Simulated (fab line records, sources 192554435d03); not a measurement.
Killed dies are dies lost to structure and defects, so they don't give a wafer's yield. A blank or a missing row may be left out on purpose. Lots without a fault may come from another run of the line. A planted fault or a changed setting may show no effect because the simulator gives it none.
A struck lot beside a sound one | flow n5_finfet | 15 steps out of a route of 1938
Sound: wafers L845.1, L845.2, L845.6. Struck: wafers L858.2, L858.3, L858.6. The cause comes at the end.
At each step with rows: each side's tool, then ch and its chambers, then its first start. Under that, the readings that differ: sound wafers | struck wafers | difference of the means | sigmas: that difference in standard deviations of wafers without a fault.
alike: readings whose means differ by less than 2 such deviations, and words and numbers that are the same on both sides. not compared: withheld readings, readings that some wafer has no value for, bounds like >300 that may hide the same value, and numbers for which the record gives no deviation and whose values overlap.
The two part at a step that has a row with sigmas, a row that says differs or no value, or rows on one side only. Numbers that don't overlap but have no deviation are shown without sigmas and don't part them. A reading that every wafer of one side lacks parts them only if that side has two wafers or more.

first, 4 steps without rows for these wafers: N5_SD_EPI_P_PRECLEAN_24 (cleans in O3/DIW, time 45 s); N5_SD_EPI_P_PRECLEAN_32 (cleans in dHF, time 10 s); N5_SD_EPI_P_PRECLEAN_33 (cleans in SC2, time 45 s); N5_SD_EPI_P_SRD_25 (time 30 s).
N5_SD_EPI_P_INSPECT_26: inspects for defects (darkfield).
  sound on defect_inspect-02, day 4 06:34; struck on defect_inspect-02, day 7 10:38
  alike: raw_defect_count
N5_SD_ACTIVATION_RTA_00: time 0 s.
  sound on rtp_anneal-02 ch 0, day 4 06:37; struck on rtp_anneal-01 ch 0, day 7 10:41
  alike: lamp_power_pct, lamp_zone_1_pct, wafer_temp_C_max
N5_SD_ACTIVATION_LSA_01: time 0.0008 s.
  sound on laser_anneal-02 ch 0, day 4 06:49; struck on laser_anneal-01 ch 0, day 7 10:53
  alike: wafer_temp_C_max
N5_SD_ACTIVATION_RS_MEAS_03: measures by four-point-probe.
  sound on film_metro-01, day 4 07:01; struck on film_metro-02, day 7 11:05
  alike: RS_SD_N, RS_SD_P
N5_SD_ACTIVATION_INSPECT_02: inspects for defects (darkfield).
  sound on defect_inspect-02, day 4 07:21; struck on defect_inspect-02, day 7 11:23
  alike: raw_defect_count
N5_ILD0_LINER_00: material SiNx, target thk 4 nm, pulse time 1 s, purge time 2 s.
  sound on ald_sin-02 ch 0,1,2, day 4 07:23; struck on ald_sin-02 ch 0,2, day 7 11:32
  alike: heater_power_w, precursor_pulse_height_rel
then, 1 step without rows for these wafers: N5_ILD0_FCVD_FILL_01 (material SiO2 flowable, target thk 200 nm, time 328.3 s).
N5_ILD0_CURE_02: time 1800 s.
  sound on furnace-02 ch 0, day 4 08:12; struck on furnace-01, day 7 12:21
  no value came back on the struck wafers for densification_p_h2o_torr (Torr), spike_tc_bottom_C (C), time_s (s), tube_center_temp_C_max; on the sound wafers densification_p_h2o_torr (Torr) reads 639.4 641.0 638.9
N5_ILD0_CMP_03: polishes, stops on SiNx, t overpolish 1.9 s, target thk 197.38 nm.
  sound on cmp-04 ch 0,1, day 4 09:49; struck on cmp-02 ch 1,2,3, day 7 13:59
  alike: motor_current_A, overpolish_run_s, time_to_endpoint_s
-- the record jumps here: 5 days lie between the struck wafers' starts before and after (it left off in module ILD0 and takes up again in module BEOL_M4, whose first step shown is number 1111 of the route) --
N5_BEOL_M4_RC_MEAS_101:
  sound on prober-02 ch 0, day 8 22:36; struck on prober-01 ch 0, day 12 21:37
  alike: DIBL_N, DIBL_P, IOFF_N, IOFF_P, ION_N, ION_P, SS_N, SS_P, VT_N, VT_P
-- the record jumps here: 5 days lie between the struck wafers' starts before and after (it left off in module BEOL_M4 and takes up again in module PASSIVATION, whose first step shown is number 1936 of the route) --
N5_PASSIVATION_PROBE_49:
  the record has rows for the struck wafers here (prober-01, day 17 14:40) and none for the sound ones

WHERE THEY PART
First at N5_ILD0_CURE_02; last, within this record, at N5_PASSIVATION_PROBE_49.

WHY: what the simulator had put in
Skipped step whole: furnace-01, from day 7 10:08 on, at N5_ILD0_CURE_02. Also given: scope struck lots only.
